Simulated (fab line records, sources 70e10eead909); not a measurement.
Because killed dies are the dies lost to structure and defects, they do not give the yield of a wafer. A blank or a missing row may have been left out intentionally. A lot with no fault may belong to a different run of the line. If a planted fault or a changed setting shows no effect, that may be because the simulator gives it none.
Chamber matching	flow nand harc	NHARC_A_STAIRCASE_TRIM_229 on rie diel-09: 4 sister chambers
The step chemistry O2, time 211.2 s. 15 wafers are shown with their chamber, then 7 later ones without.

EACH WAFER AND ITS CHAMBER
wafer	chamber	showerhead plenum p Torr (Torr)	drypump motor current A (A)	oes product au (a.u.)
L271.1	2	3.41	5.6	1.004
L271.4	1	3.67	5.4	1.006
L271.5	3	3.67	5.3	0.999
L276.2	0	3.47	5.3	0.997
L276.3	1	3.66	5.4	1.019
L276.4	3	3.66	5.3	1.008
L277.3	2	3.41	5.6	1.013
L277.4	3	3.66	5.3	1.007
L277.5	2	3.41	5.6	1.018
L279.5	0	3.46	5.2	0.998
L279.6	1	3.66	5.4	1.017
L281.5	0	3.46	5.2	0.999
L281.6	1	3.66	5.4	1.009
L286.1	0	3.45	5.2	1.007
L286.2	3	3.64	5.3	1.003

SIGNATURES (averages over the wafers above)
reading	chamber 0	chamber 1	chamber 2	chamber 3	scatter within a chamber
showerhead plenum p Torr	3.4600	3.6625	3.4100	3.6575	0.00826
drypump motor current A	5.225	5.400	5.600	5.300	0.0261
oes product au	1.00025	1.01275	1.01167	1.00425	0.00548
Rule: a wafer lies at a distance from a chamber equal to the root of the sum of squares, over the readings, of (its reading less the chamber's mean, divided by the reading's scatter). The wafer belongs to the nearest chamber; if the next one is less than 2 further off, it can't be placed. The scatter: the root of (the sum of the squares of (reading less its chamber's mean) over the shown wafers, divided by (wafers less chambers)).

WAFERS WITH NO CHAMBER GIVEN
wafer	showerhead plenum p Torr (Torr)	drypump motor current A (A)	oes product au (a.u.)
L286.4	3.64	5.3	1.011
L288.1	3.64	5.3	1.001
L288.2	3.64	5.4	1.012
L288.5	3.64	5.3	1.006
L290.2	3.63	5.3	1.003
L290.4	3.39	5.6	0.997
L290.5	3.64	5.4	0.999

WHICH CHAMBER EACH WENT THROUGH
wafer	from the rows above	in truth
L286.4	3	3
L288.1	3	3
L288.2	can't be placed: 1 or 3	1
L288.5	3	3
L290.2	3	3
L290.4	2	2
L290.5	can't be placed: 1 or 3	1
Correct placement for 5 of the 7. Not placeable from these rows: 2 (in 2, the candidates include the true chamber). 0 placed wrongly.
